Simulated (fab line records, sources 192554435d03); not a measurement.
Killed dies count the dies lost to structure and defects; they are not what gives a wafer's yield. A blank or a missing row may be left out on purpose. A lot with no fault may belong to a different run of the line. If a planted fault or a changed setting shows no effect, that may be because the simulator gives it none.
Chamber matching + flow n5Finfet + N5_BEOL_M1_ALD_98 on aldSin-01: 4 sister chambers
The step deposits SiO2, target thk 2.5 nm, pulse time 1 s, co reactant pulse time 1 s. 8 wafers are shown with their chamber, then 10 later ones without.

## WAFERS WITH THEIR CHAMBER
| wafer  | chamber | heaterPowerW (W) | precursorPulseHeightRel |
|--------|---------|------------------|-------------------------|
| L084.5 | 2       | 76               | 0.994                   |
| L084.6 | 3       | 65               | 1.010                   |
| L083.4 | 3       | 66               | 1.000                   |
| L083.5 | 2       | 76               | 1.017                   |
| L085.4 | 1       | 66               | 1.021                   |
| L085.5 | 0       | 84               | 1.001                   |
| L088.1 | 0       | 84               | 0.998                   |
| L088.4 | 1       | 67               | 1.044                   |

## WAFERS MISSING THEIR CHAMBER
| wafer  | heaterPowerW (W) | precursorPulseHeightRel |
|--------|------------------|-------------------------|
| L088.5 | 83               | 0.997                   |
| L092.1 | 77               | 0.977                   |
| L092.2 | 84               | 1.007                   |
| L092.3 | 67               | 1.016                   |
| L094.1 | 67               | 0.993                   |
| L094.4 | 64               | 1.018                   |
| L094.5 | 65               | 0.993                   |
| L096.1 | 87               | 1.011                   |
| L096.2 | 75               | 1.017                   |
| L096.4 | 68               | 0.968                   |

## EACH ONE'S CHAMBER
| wafer  | from the rows above     | in truth |
|--------|-------------------------|----------|
| L088.5 | 0                       | 0        |
| L092.1 | 2                       | 2        |
| L092.2 | 0                       | 0        |
| L092.3 | can't be placed: 1 or 3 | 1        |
| L094.1 | can't be placed: 3 or 1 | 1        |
| L094.4 | can't be placed: 3 or 1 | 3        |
| L094.5 | 3                       | 3        |
| L096.1 | 0                       | 0        |
| L096.2 | 2                       | 2        |
| L096.4 | can't be placed: 3 or 1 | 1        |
Correct placement for 6 of the 10. Not placeable from these rows: 4 (in 4, the candidates include the true chamber). Wrongly placed: 0.
How it was worked out, from the rows above alone: a wafer's distance from a chamber is the root of the sum, over the readings, of the square of ((its reading less the chamber's mean) divided by the reading's scatter). If the next closest chamber is less than 2 further off than the closest, the wafer can't be placed; otherwise it belongs to the closest. A chamber's mean is the mean of its shown wafers. The scatter: take each reading less its chamber's mean, square it, sum over the shown wafers, divide by the number of wafers less the number of chambers, and take the root.
